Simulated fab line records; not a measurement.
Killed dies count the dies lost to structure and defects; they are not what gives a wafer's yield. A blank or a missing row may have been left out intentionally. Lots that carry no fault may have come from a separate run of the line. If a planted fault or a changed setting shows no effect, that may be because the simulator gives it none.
fab line records || flow n5Finfet
record {"lots": 4, "wafers": 12, "lastDay": 17}
route steps=1938 shown BEOL_M4@1028 PASSIVATION@1936
lots with no fault: from the same line, run without faults
startH: start of the lot's first displayed wafer, in hours after the record's first day || waitH: hours elapsed since this lot's preceding step || " identical to the entry in the row above || L1.1+2: a single row standing in for several wafers || - no value, or no start given || * or withheld: withheld || < > ~ a bound
route shown NAME@n: a module of which the file shows steps, and the number in the route of the first || usual: average and standard deviation across the fault-free wafers || same: alike in all rows || chamber/n: place in a boat || sites: the reading at each site || _std_site: standard deviation across them || _edge_site: outer sites' mean less inner sites' || radiusMm: for every site, how far away it sits from the centre of the wafer || mask NAME#n: copy n || behind: the tool/chamber that last shaped the wafer || hold: cause of the lot's hold/its duration in hours/its outcome || device: the transistor (n, p or np) that didn't switch || end of line: the tests these same wafers got at the end of their route || for a step that has no rows: nothing shown but its recipe || killed: the dies lost at the first sort to structure and to defects; this is not the yield of the wafer || map: shows each die of a wafer: x if killed, . if not, _ if none is there
set.NAME: the setting as run; set.NAME@STEP: as run at that earlier step || model.NAME: the simulator's own value behind a step, which no gauge read
a table for each step, a row for each wafer; lots at some steps of the route
services: a tool's chamber out of use, with start hour (startH, from the record's first day; less than 0 if before it), hours out, and reason
## steps
# step N5_BEOL_M4_COAT_05
# recipe {"resist": "CAR-EUV", "spinRpm": 1500, "resistThkNm": 30}
# step N5_BEOL_M4_EBR_07
# recipe {"solvent": "PGMEA", "ebrWidthMm": 1.5}
# step N5_BEOL_M4_SOFTBAKE_06
# recipe {"tempC": 110, "timeS": 60, "resist": "CAR-EUV"}
# step N5_BEOL_M4_EXPOSE_08
# recipe {"maskId": "M4", "na": 0.33, "sourceShape": "dipole", "sigmaInner": 0.369, "sigmaOuter": 0.767, "polarization": "unpolarized", "doseMj": 41.25}
# step N5_BEOL_M4_PEB_09
# recipe {"pebTempC": 100, "pebTimeS": 60, "resist": "CAR-EUV"}
# step N5_BEOL_M4_DEVELOP_10
# recipe {"developTimeS": 30, "developer": "TMAH", "resist": "CAR-EUV", "rinseLiquid": "surfactantRinse", "dry": "airSpin", "devTempC": 23}
# step N5_BEOL_M4_DESCUM_16
# recipe {"chemistry": "O2", "timeS": 7, "sourcePowerW": 50, "biasPowerW": 20, "pressureMtorr": 20, "rfFrequencyHz": 2.712e+07, "tempC": 40, "resist": "CAR-EUV", "o2FlowSccm": 225}
# step N5_BEOL_M4_ETCH_74
# recipe {"chemistry": "N2/H2", "target": "underlayer", "targetDepthA": 65, "maskMaterial": "CAR-EUV", "timeS": 5.2, "ionEnergyEv": 200, "pressureMtorr": 30, "sourceW": 840, "biasW": 150, "n2FlowSccm": 200, "h2FlowSccm": 200, "ends": "cleared"}
# step N5_BEOL_M4_ETCH_63
# recipe {"chemistry": "CF4", "target": "SiARC", "targetDepthA": 156, "maskMaterial": "CAR-EUV", "timeS": 26, "ionEnergyEv": 80, "pressureMtorr": 40, "sourceW": 545, "biasW": 36, "Ar_flow_sccm": 100, "cf4FlowSccm": 100, "ends": "cleared"}
# step N5_BEOL_M4_ETCH_64
# recipe {"chemistry": "N2/H2", "target": "SOC", "targetDepthA": 750, "overetchA": 225, "maskMaterial": "SiARC", "tempC": 40, "timeS": 121.9, "ionEnergyEv": 200, "pressureMtorr": 30, "sourceW": 840, "biasW": 150, "n2FlowSccm": 200, "h2FlowSccm": 200}
# usual {"drypumpMotorCurrentA": "5.8/0.42", "oesProductAu": "0.64/0.058", "rfVppV": "523.1/2.2", "showerheadPlenumPTorr": "2.52/0.073", "throttleValvePct": "17.79/0.17"}
{"lot.wafer": "L891.2", "tool": "rieDiel-03", "chamber": 2, "startH": 180.99, "waitH": 0.0, "drypumpMotorCurrentA": 5.7, "oesProductAu": 0.65, "rfHoursCounterH": 43, "rfVppV": 522.6, "showerheadPlenumPTorr": 2.49, "throttleValvePct": 17.75, "model.SiARC_of_BEOL_M4_COAT_62.thkNm": 6.2, "model.BEOL_M4.cdOffsetNm": -0.2}
{"lot.wafer": "L891.3", "tool": "rieDiel-03", "chamber": 0, "startH": 180.99, "waitH": 0.0, "drypumpMotorCurrentA": 5.4, "oesProductAu": 0.71, "rfHoursCounterH": 17, "rfVppV": 522.0, "showerheadPlenumPTorr": 2.48, "throttleValvePct": 17.72, "model.SiARC_of_BEOL_M4_COAT_62.thkNm": 6.6, "model.BEOL_M4.cdOffsetNm": 0}
{"lot.wafer": "L891.5", "tool": "rieDiel-03", "chamber": 1, "startH": 180.99, "waitH": 0.0, "drypumpMotorCurrentA": 5.6, "oesProductAu": 0.74, "rfHoursCounterH": "-", "rfVppV": 522.4, "showerheadPlenumPTorr": 2.50, "throttleValvePct": 17.96, "model.SiARC_of_BEOL_M4_COAT_62.thkNm": 6.2, "model.BEOL_M4.cdOffsetNm": -0.2}
{"lot.wafer": "L899.2", "tool": "rieDiel-04", "chamber": 1, "startH": 252.55, "waitH": 0.0, "drypumpMotorCurrentA": 5.8, "oesProductAu": 0.63, "rfHoursCounterH": 73, "rfVppV": 522.1, "showerheadPlenumPTorr": 2.47, "throttleValvePct": 17.75, "model.SiARC_of_BEOL_M4_COAT_62.thkNm": 6.4, "model.BEOL_M4.cdOffsetNm": 0}
{"lot.wafer": "L899.3", "tool": "rieDiel-04", "chamber": 0, "startH": 252.55, "waitH": 0.0, "drypumpMotorCurrentA": 5.2, "oesProductAu": 0.59, "rfHoursCounterH": 141, "rfVppV": 520.8, "showerheadPlenumPTorr": 2.44, "throttleValvePct": 18.16, "model.SiARC_of_BEOL_M4_COAT_62.thkNm": 6.4, "model.BEOL_M4.cdOffsetNm": 0.4}
{"lot.wafer": "L899.6", "tool": "rieDiel-04", "chamber": 1, "startH": 252.55, "waitH": 0.0, "drypumpMotorCurrentA": 5.8, "oesProductAu": 0.64, "rfHoursCounterH": "-", "rfVppV": 521.1, "showerheadPlenumPTorr": 2.47, "throttleValvePct": 17.73, "model.SiARC_of_BEOL_M4_COAT_62.thkNm": 6.4, "model.BEOL_M4.cdOffsetNm": -0.2}
{"lot.wafer": "L902.2", "tool": "rieDiel-03", "chamber": 1, "startH": 252.77, "waitH": 0.0, "drypumpMotorCurrentA": 5.6, "oesProductAu": 0.60, "rfHoursCounterH": 26, "rfVppV": 521.7, "showerheadPlenumPTorr": 2.49, "throttleValvePct": 17.97, "model.SiARC_of_BEOL_M4_COAT_62.thkNm": 4.2, "model.BEOL_M4.cdOffsetNm": 0.8}
{"lot.wafer": "L902.3", "tool": "rieDiel-03", "chamber": 2, "startH": 252.77, "waitH": 0.0, "drypumpMotorCurrentA": 5.7, "oesProductAu": 0.62, "rfHoursCounterH": 65, "rfVppV": 521.7, "showerheadPlenumPTorr": 2.48, "throttleValvePct": 17.77, "model.SiARC_of_BEOL_M4_COAT_62.thkNm": 6.4, "model.BEOL_M4.cdOffsetNm": -0.4}
{"lot.wafer": "L902.6", "tool": "rieDiel-03", "chamber": 2, "startH": 252.77, "waitH": 0.0, "drypumpMotorCurrentA": 5.7, "oesProductAu": 0.55, "rfHoursCounterH": "-", "rfVppV": 521.7, "showerheadPlenumPTorr": 2.48, "throttleValvePct": 17.76, "model.SiARC_of_BEOL_M4_COAT_62.thkNm": 4.4, "model.BEOL_M4.cdOffsetNm": 0.4}
{"lot.wafer": "L905.2", "tool": "rieDiel-03", "chamber": 1, "startH": 271.19, "waitH": 0.0, "drypumpMotorCurrentA": 5.5, "oesProductAu": 0.59, "rfHoursCounterH": 31, "rfVppV": 521.7, "showerheadPlenumPTorr": 2.49, "throttleValvePct": 17.99, "model.SiARC_of_BEOL_M4_COAT_62.thkNm": 4, "model.BEOL_M4.cdOffsetNm": 1.2}
{"lot.wafer": "L905.3", "tool": "rieDiel-03", "chamber": 3, "startH": 271.19, "waitH": 0.0, "drypumpMotorCurrentA": 5.3, "oesProductAu": 0.52, "rfHoursCounterH": 226, "rfVppV": 519.5, "showerheadPlenumPTorr": 2.41, "throttleValvePct": 18.02, "model.SiARC_of_BEOL_M4_COAT_62.thkNm": 6.2, "model.BEOL_M4.cdOffsetNm": 0.4}
{"lot.wafer": "L905.6", "tool": "rieDiel-03", "chamber": 3, "startH": 271.19, "waitH": 0.0, "drypumpMotorCurrentA": 5.2, "oesProductAu": 0.45, "rfHoursCounterH": "-", "rfVppV": 520.3, "showerheadPlenumPTorr": 2.41, "throttleValvePct": 18.01, "model.SiARC_of_BEOL_M4_COAT_62.thkNm": 4.2, "model.BEOL_M4.cdOffsetNm": 1.2}
# step N5_BEOL_M4_STRIP_65
# recipe {"chemistry": "N2/H2", "tempC": 40, "n2FlowSccm": 200, "h2FlowSccm": 200, "rfFrequencyHz": 6e+07}
# step N5_BEOL_M4_STRIP_75
# recipe {"chemistry": "N2/H2", "tempC": 40, "n2FlowSccm": 200, "h2FlowSccm": 200, "rfFrequencyHz": 6e+07}
# step N5_BEOL_M4_STRIP_66
# recipe {"chemistry": "CF4", "resist": "SiARC", "powerW": 300, "biasPowerW": 75, "pressureMtorr": 50, "cf4FlowSccm": 150, "rfFrequencyHz": 6e+07}
# step N5_BEOL_M4_HM_OPEN_17
# recipe {"chemistry": "Cl2/BCl3", "targetDepthA": 200, "overetchA": 60, "target": "TiN", "maskMaterial": "SOC", "ionEnergyEv": 150, "pressureMtorr": 10, "icpW": 1000, "biasW": 126, "Cl2_flow_sccm": 53.25, "bcl3FlowSccm": 21.75, "Ar_flow_sccm": 25}
# usual {"drypumpMotorCurrentA": "5.8/0.46", "oesProductAu": "0.67/0.1", "throttleValvePct": "22.09/0.27"}
{"lot.wafer": "L891.2", "tool": "rieMetal-03", "chamber": 1, "startH": 181.17, "waitH": 0.0, "drypumpMotorCurrentA": 5.6, "oesProductAu": 0.51, "rfHoursCounterH": 132, "throttleValvePct": 22.33, "model.etch.depthNm": 19.77, "model.BEOL_M4.cdOffsetNm": 0}
{"lot.wafer": "L891.3", "tool": "rieMetal-03", "chamber": 0, "startH": 181.17, "waitH": 0.0, "drypumpMotorCurrentA": 5.3, "oesProductAu": 0.64, "rfHoursCounterH": "-", "throttleValvePct": 21.77, "model.etch.depthNm": 19.96, "model.BEOL_M4.cdOffsetNm": -0.2}
{"lot.wafer": "L891.5", "tool": "rieMetal-03", "chamber": 1, "startH": 181.17, "waitH": 0.0, "drypumpMotorCurrentA": 5.6, "oesProductAu": 0.52, "rfHoursCounterH": "-", "throttleValvePct": 22.31, "model.etch.depthNm": 19.8, "model.BEOL_M4.cdOffsetNm": 0.2}
{"lot.wafer": "L899.2", "tool": "rieMetal-02", "chamber": 0, "startH": 252.72, "waitH": 0.0, "drypumpMotorCurrentA": 5.2, "oesProductAu": 0.62, "rfHoursCounterH": 53, "throttleValvePct": 22.34, "model.etch.depthNm": 19.82, "model.BEOL_M4.cdOffsetNm": 0.2}
{"lot.wafer": "L899.3", "tool": "rieMetal-02", "chamber": 1, "startH": 252.72, "waitH": 0.0, "drypumpMotorCurrentA": 6.3, "oesProductAu": 0.53, "rfHoursCounterH": "-", "throttleValvePct": 22.03, "model.etch.depthNm": 19.73, "model.BEOL_M4.cdOffsetNm": 0.2}
{"lot.wafer": "L899.6", "tool": "rieMetal-02", "chamber": 1, "startH": 252.72, "waitH": 0.0, "drypumpMotorCurrentA": 6.3, "oesProductAu": 0.54, "rfHoursCounterH": "-", "throttleValvePct": 22.02, "model.etch.depthNm": 19.9, "model.BEOL_M4.cdOffsetNm": -0.2}
{"lot.wafer": "L902.2", "tool": "rieMetal-01", "chamber": 1, "startH": 252.94, "waitH": 0.0, "drypumpMotorCurrentA": 6.1, "oesProductAu": 0.71, "rfHoursCounterH": 4, "throttleValvePct": 22.69, "model.etch.depthNm": 15.81, "model.BEOL_M4.cdOffsetNm": 0.8}
{"lot.wafer": "L902.3", "tool": "rieMetal-01", "chamber": 1, "startH": 252.94, "waitH": 0.0, "drypumpMotorCurrentA": 6.1, "oesProductAu": 0.80, "rfHoursCounterH": "-", "throttleValvePct": 22.56, "model.etch.depthNm": 19.87, "model.BEOL_M4.cdOffsetNm": -0.4}
{"lot.wafer": "L902.6", "tool": "rieMetal-01", "chamber": 1, "startH": 252.94, "waitH": 0.0, "drypumpMotorCurrentA": 6.1, "oesProductAu": 0.70, "rfHoursCounterH": "-", "throttleValvePct": 22.69, "model.etch.depthNm": 15.74, "model.BEOL_M4.cdOffsetNm": 0.4}
{"lot.wafer": "L905.2", "tool": "rieMetal-03", "chamber": 1, "startH": 271.36, "waitH": 0.0, "drypumpMotorCurrentA": 5.6, "oesProductAu": 0.69, "rfHoursCounterH": 6, "throttleValvePct": 22.08, "model.etch.depthNm": 15.77, "model.BEOL_M4.cdOffsetNm": 1.2}
{"lot.wafer": "L905.3", "tool": "rieMetal-03", "chamber": 0, "startH": 271.36, "waitH": 0.0, "drypumpMotorCurrentA": 5.3, "oesProductAu": 0.63, "rfHoursCounterH": "-", "throttleValvePct": 21.79, "model.etch.depthNm": 20.13, "model.BEOL_M4.cdOffsetNm": 0.2}
{"lot.wafer": "L905.6", "tool": "rieMetal-03", "chamber": 1, "startH": 271.36, "waitH": 0.0, "drypumpMotorCurrentA": 5.7, "oesProductAu": 0.70, "rfHoursCounterH": "-", "throttleValvePct": 22.08, "model.etch.depthNm": 16.11, "model.BEOL_M4.cdOffsetNm": 1.2}
# step N5_BEOL_M4_STRIP_19
# recipe {"chemistry": "O2", "powerW": 400, "tempC": 40, "pressureMtorr": 30, "rfFrequencyHz": 6e+07, "biasPowerW": 0, "overashFraction": 0.2, "o2FlowSccm": 225}
# step N5_BEOL_M4_CD_MEAS_18
# recipe {"pitchNm": 36, "targetCdNm": 18}
# usual {"cdNm": "18.1/0.31"}
{"lot.wafer": "L891.2", "tool": "cdSem-02", "chamber": "-", "startH": 181.35, "waitH": 0.1, "cdNm": 17.8}
{"lot.wafer": "L891.3", "tool": "cdSem-02", "chamber": "-", "startH": 181.35, "waitH": 0.1, "cdNm": 18.0}
{"lot.wafer": "L891.5", "tool": "cdSem-02", "chamber": "-", "startH": 181.35, "waitH": 0.1, "cdNm": 18.3}
{"lot.wafer": "L899.2", "tool": "cdSem-02", "chamber": "-", "startH": 252.92, "waitH": 0.1, "cdNm": 18.3}
{"lot.wafer": "L899.3", "tool": "cdSem-02", "chamber": "-", "startH": 252.92, "waitH": 0.1, "cdNm": 18.2}
{"lot.wafer": "L899.6", "tool": "cdSem-02", "chamber": "-", "startH": 252.92, "waitH": 0.1, "cdNm": 17.5}
{"lot.wafer": "L902.2", "tool": "cdSem-03", "chamber": "-", "startH": 253.22, "waitH": 0.1, "cdNm": 19.4}
{"lot.wafer": "L902.3", "tool": "cdSem-03", "chamber": "-", "startH": 253.22, "waitH": 0.1, "cdNm": 17.6}
{"lot.wafer": "L902.6", "tool": "cdSem-03", "chamber": "-", "startH": 253.22, "waitH": 0.1, "cdNm": 18.6}
{"lot.wafer": "L905.2", "tool": "cdSem-03", "chamber": "-", "startH": 271.54, "waitH": 0.1, "cdNm": 19.7}
{"lot.wafer": "L905.3", "tool": "cdSem-03", "chamber": "-", "startH": 271.54, "waitH": 0.1, "cdNm": 18.0}
{"lot.wafer": "L905.6", "tool": "cdSem-03", "chamber": "-", "startH": 271.54, "waitH": 0.1, "cdNm": 19.5}
# step N5_BEOL_M4_COAT_67
# recipe {"resist": "SOC", "tempC": 250, "timeS": 60, "spinRpm": 1500, "resistThkNm": 60}
# step N5_BEOL_M4_RC_MEAS_101
# usual {"DIBL_N": "35.1/1.5", "DIBL_P": "35.2/2", "IOFF_N": "0.146/0.028", "IOFF_P": "0.20/0.036", "ION_N": "670/12", "ION_P": "462/8.2", "SS_N": "71.2/0.63", "SS_P": "73.1/0.7", "VT_N": "250/3.6", "VT_P": "-251/3.3"}
{"lot.wafer": "L891.2", "tool": "prober-01", "chamber": 0, "startH": 191.88, "waitH": 0.2, "DIBL_N[mV/V]": 34.8, "DIBL_P[mV/V]": 33.2, "IOFF_N[nA/um]": 0.121, "IOFF_P[nA/um]": 0.18, "ION_N[uA/um]": 665, "ION_P[uA/um]": 469, "SS_N[mV/dec]": 70.7, "SS_P[mV/dec]": 72.7, "VT_N[mV]": 252, "VT_P[mV]": -248}
{"lot.wafer": "L891.3", "tool": "prober-01", "chamber": 0, "startH": 191.88, "waitH": 0.2, "DIBL_N[mV/V]": 35.6, "DIBL_P[mV/V]": 35.0, "IOFF_N[nA/um]": 0.140, "IOFF_P[nA/um]": 0.21, "ION_N[uA/um]": 668, "ION_P[uA/um]": 461, "SS_N[mV/dec]": 70.9, "SS_P[mV/dec]": 72.9, "VT_N[mV]": 253, "VT_P[mV]": -250}
{"lot.wafer": "L891.5", "tool": "prober-01", "chamber": 0, "startH": 191.88, "waitH": 0.2, "DIBL_N[mV/V]": 36.7, "DIBL_P[mV/V]": 36.3, "IOFF_N[nA/um]": 0.170, "IOFF_P[nA/um]": 0.23, "ION_N[uA/um]": 696, "ION_P[uA/um]": 476, "SS_N[mV/dec]": 71.5, "SS_P[mV/dec]": 73.8, "VT_N[mV]": 246, "VT_P[mV]": -247}
{"lot.wafer": "L899.2", "tool": "prober-01", "chamber": 0, "startH": 263.37, "waitH": 0.7, "DIBL_N[mV/V]": 35.2, "DIBL_P[mV/V]": 34.2, "IOFF_N[nA/um]": 0.137, "IOFF_P[nA/um]": 0.17, "ION_N[uA/um]": 675, "ION_P[uA/um]": 456, "SS_N[mV/dec]": 70.5, "SS_P[mV/dec]": 73.2, "VT_N[mV]": 250, "VT_P[mV]": -252}
{"lot.wafer": "L899.3", "tool": "prober-01", "chamber": 0, "startH": 263.37, "waitH": 0.7, "DIBL_N[mV/V]": 34.6, "DIBL_P[mV/V]": 33.7, "IOFF_N[nA/um]": 0.135, "IOFF_P[nA/um]": 0.17, "ION_N[uA/um]": 669, "ION_P[uA/um]": 455, "SS_N[mV/dec]": 70.3, "SS_P[mV/dec]": 72.8, "VT_N[mV]": 252, "VT_P[mV]": -253}
{"lot.wafer": "L899.6", "tool": "prober-01", "chamber": 0, "startH": 263.37, "waitH": 0.7, "DIBL_N[mV/V]": 35.7, "DIBL_P[mV/V]": 35.0, "IOFF_N[nA/um]": 0.144, "IOFF_P[nA/um]": 0.18, "ION_N[uA/um]": 669, "ION_P[uA/um]": 456, "SS_N[mV/dec]": 71.5, "SS_P[mV/dec]": 73.1, "VT_N[mV]": 252, "VT_P[mV]": -253}
{"lot.wafer": "L902.2", "tool": "prober-02", "chamber": 0, "startH": 263.80, "waitH": 0.8, "DIBL_N[mV/V]": 34.0, "DIBL_P[mV/V]": 35.1, "IOFF_N[nA/um]": 0.135, "IOFF_P[nA/um]": 0.22, "ION_N[uA/um]": 669, "ION_P[uA/um]": 473, "SS_N[mV/dec]": 70.8, "SS_P[mV/dec]": 73.5, "VT_N[mV]": 251, "VT_P[mV]": -247}
{"lot.wafer": "L902.3", "tool": "prober-02", "chamber": 0, "startH": 263.80, "waitH": 0.8, "DIBL_N[mV/V]": 33.2, "DIBL_P[mV/V]": 33.6, "IOFF_N[nA/um]": 0.129, "IOFF_P[nA/um]": 0.19, "ION_N[uA/um]": 671, "ION_P[uA/um]": 463, "SS_N[mV/dec]": 70.3, "SS_P[mV/dec]": 72.6, "VT_N[mV]": 251, "VT_P[mV]": -250}
{"lot.wafer": "L902.6", "tool": "prober-02", "chamber": 0, "startH": 263.80, "waitH": 0.8, "DIBL_N[mV/V]": 33.9, "DIBL_P[mV/V]": 35.1, "IOFF_N[nA/um]": 0.145, "IOFF_P[nA/um]": 0.21, "ION_N[uA/um]": 673, "ION_P[uA/um]": 469, "SS_N[mV/dec]": 71.0, "SS_P[mV/dec]": 73.5, "VT_N[mV]": 249, "VT_P[mV]": -247}
{"lot.wafer": "L905.2", "tool": "prober-02", "chamber": 0, "startH": 291.62, "waitH": 0.2, "DIBL_N[mV/V]": 34.7, "DIBL_P[mV/V]": 34.6, "IOFF_N[nA/um]": 0.154, "IOFF_P[nA/um]": 0.25, "ION_N[uA/um]": 664, "ION_P[uA/um]": 469, "SS_N[mV/dec]": 71.1, "SS_P[mV/dec]": 73.0, "VT_N[mV]": 247, "VT_P[mV]": -246}
{"lot.wafer": "L905.3", "tool": "prober-02", "chamber": 0, "startH": 291.62, "waitH": 0.2, "DIBL_N[mV/V]": 36.2, "DIBL_P[mV/V]": 35.7, "IOFF_N[nA/um]": 0.184, "IOFF_P[nA/um]": 0.26, "ION_N[uA/um]": 687, "ION_P[uA/um]": 474, "SS_N[mV/dec]": 71.8, "SS_P[mV/dec]": 73.4, "VT_N[mV]": 243, "VT_P[mV]": -245}
{"lot.wafer": "L905.6", "tool": "prober-02", "chamber": 0, "startH": 291.62, "waitH": 0.2, "DIBL_N[mV/V]": 33.8, "DIBL_P[mV/V]": 33.2, "IOFF_N[nA/um]": 0.136, "IOFF_P[nA/um]": 0.20, "ION_N[uA/um]": 674, "ION_P[uA/um]": 471, "SS_N[mV/dec]": 70.7, "SS_P[mV/dec]": 73.0, "VT_N[mV]": 248, "VT_P[mV]": -248}
# step N5_PASSIVATION_PROBE_49
# usual {"defectLimitedYield": "91.4/1.4", "killed_at_M0_to_M3": "32/10", "killed_at_M4_up": "13/5.6", "killedAtContacts": "13/6.6", "killedAtFrontEnd": "39/13", "killedAtOther": "3.4/2.8", "killedDies": "101/17", "killedOpen": "66/13", "killedShort": "33/7", "sort_bin_5_function": "5.0/0.93", "sort_bin_6_memory": "3.2/0.65", "sortNPass": "1078/17", "sortYieldPct": "91.4/1.4"}
# same {"grossDies": 1180, "killedAtBackSide": 0, "sort_bin_4_leakage[%]": 0, "sort_bin_8_speed[%]": 0}
{"lot.wafer": "L905.2", "tool": "prober-01", "chamber": "-", "startH": 395.78, "waitH": 0.1, "defectLimitedYield[%]": 91.3, "killed_at_M0_to_M3": 47, "killed_at_M4_up": 7, "killedAtContacts": 18, "killedAtFrontEnd": 28, "killedAtOther": 3, "killedDies": 103, "killedOpen": 72, "killedShort": 31, "sort_bin_5_function[%]": 5.5, "sort_bin_6_memory[%]": 2.9, "sortNPass": 1077, "sortYieldPct[%]": 91.3}
{"lot.wafer": "L905.3", "tool": "prober-01", "chamber": "-", "startH": 395.83, "waitH": 0.1, "defectLimitedYield[%]": 91.4, "killed_at_M0_to_M3": 28, "killed_at_M4_up": 9, "killedAtContacts": 13, "killedAtFrontEnd": 47, "killedAtOther": 4, "killedDies": 101, "killedOpen": 62, "killedShort": 39, "sort_bin_5_function[%]": 5.8, "sort_bin_6_memory[%]": 2.5, "sortNPass": 1079, "sortYieldPct[%]": 91.4}
{"lot.wafer": "L905.6", "tool": "prober-01", "chamber": "-", "startH": 395.98, "waitH": 0.3, "defectLimitedYield[%]": 92.5, "killed_at_M0_to_M3": 29, "killed_at_M4_up": 10, "killedAtContacts": 11, "killedAtFrontEnd": 36, "killedAtOther": 3, "killedDies": 89, "killedOpen": 64, "killedShort": 23, "sort_bin_5_function[%]": 4.2, "sort_bin_6_memory[%]": 3.1, "sortNPass": 1091, "sortYieldPct[%]": 92.5}
# killed by level:class
L905.2 BEOL_M0_SAQP:geometricParticle:open=16 BEOL_M0_SAQP:geometricParticle:short=15 MOL_CONTACT_COAG:geometricParticle:open=13 STI_FIN_REVEAL:geometricParticle:open=9 STARTING-WAFER:geometricParticle:open=7 MOL_CONTACT_COAG:geometricParticle:short=5 BEOL_M2:geometricParticle:open=5 BEOL_M3:geometricParticle:open=5
L905.3 DUMMY_GATE:geometricParticle:open=17 MOL_CONTACT_COAG:geometricParticle:open=8 BEOL_M0_SAQP:geometricParticle:short=8 BEOL_M0_SAQP:geometricParticle:open=6 MOL_CONTACT_COAG:geometricParticle:short=5 BEOL_M2:geometricParticle:open=5 STARTING-WAFER:geometricParticle:open=5 FIN_SAQP:geometricParticle:open=4
L905.6 STI_FIN_REVEAL:geometricParticle:open=9 FIN_SAQP:geometricParticle:open=8 MOL_CONTACT_COAG:geometricParticle:open=8 DUMMY_GATE:geometricParticle:open=5 BEOL_M0_SAQP:geometricParticle:short=5 BEOL_M0:geometricParticle:open=5 FIN_SAQP:geometricParticle:short=4 BEOL_M0_SAQP:geometricParticle:open=4
## services
{"tool": "rieMetal-01", "chamber": 1, "startH": 159.23, "hours": "-", "kind": "clean"}
{"tool": "rieMetal-01", "chamber": 1, "startH": 159.23, "hours": 17.5, "kind": "scheduledDown"}
{"tool": "rieMetal-01", "chamber": 1, "startH": 159.23, "hours": 17.5, "kind": "ventCycle"}
{"tool": "rieDiel-04", "chamber": 2, "startH": 159.86, "hours": 12.2, "kind": "repair"}
{"tool": "rieMetal-03", "chamber": 1, "startH": 188.40, "hours": "-", "kind": "clean"}
{"tool": "rieMetal-03", "chamber": 1, "startH": 188.40, "hours": 11.9, "kind": "scheduledDown"}
{"tool": "rieMetal-03", "chamber": 1, "startH": 188.40, "hours": 11.9, "kind": "ventCycle"}
{"tool": "rieMetal-03", "chamber": "-", "startH": 209.05, "hours": 0.9, "kind": "repair"}
{"tool": "rieDiel-04", "chamber": 3, "startH": 212.00, "hours": "-", "kind": "clean"}
{"tool": "rieDiel-04", "chamber": 3, "startH": 212.00, "hours": "-", "kind": "consumableReplace:focusRing"}
{"tool": "rieDiel-04", "chamber": 3, "startH": 212.00, "hours": 22.3, "kind": "scheduledDown"}
{"tool": "rieDiel-04", "chamber": 3, "startH": 212.00, "hours": 22.3, "kind": "ventCycle"}
{"tool": "rieMetal-01", "chamber": "-", "startH": 212.60, "hours": 14.6, "kind": "pm"}
{"tool": "rieMetal-01", "chamber": "-", "startH": 227.46, "hours": 4.3, "kind": "pm"}
{"tool": "rieMetal-03", "chamber": 1, "startH": 241.33, "hours": 9.7, "kind": "repair"}
{"tool": "rieMetal-02", "chamber": "-", "startH": 259.26, "hours": 2.8, "kind": "pm"}
{"tool": "rieDiel-04", "chamber": 0, "startH": 259.93, "hours": 44.6, "kind": "repair"}
## key
firstSign {"step": "N5_BEOL_M4_CD_MEAS_18", "reading": "cdNm", "direction": "up", "sigmas": 3.9, "usual": 18.1, "struck": 19.3}
effect none on later readings
modelEffect {"step": "N5_BEOL_M4_ETCH_64", "value": "SiARC_of_BEOL_M4_COAT_62.thkNm", "without": 6.15, "struck": 4.2}
modelEffect {"step": "N5_BEOL_M4_HM_OPEN_17", "value": "etch.depthNm", "without": 19.91, "struck": 15.86}
metAt N5_BEOL_M4_ETCH_64
struckWafers L902.2,L902.6,L905.2,L905.6
onsetBetween 180.99 252.77
fault {"kind": "processParameterDrift", "tool": "rieDiel-03", "chamber": "-", "onsetH": 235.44, "steps": "N5_BEOL_M4_ETCH_64", "channel": "timeS", "offset": "*", "shape": "step", "endH": 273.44, "scope": "struckWafersOnly", "actsIn": "*", "stated": "*"}
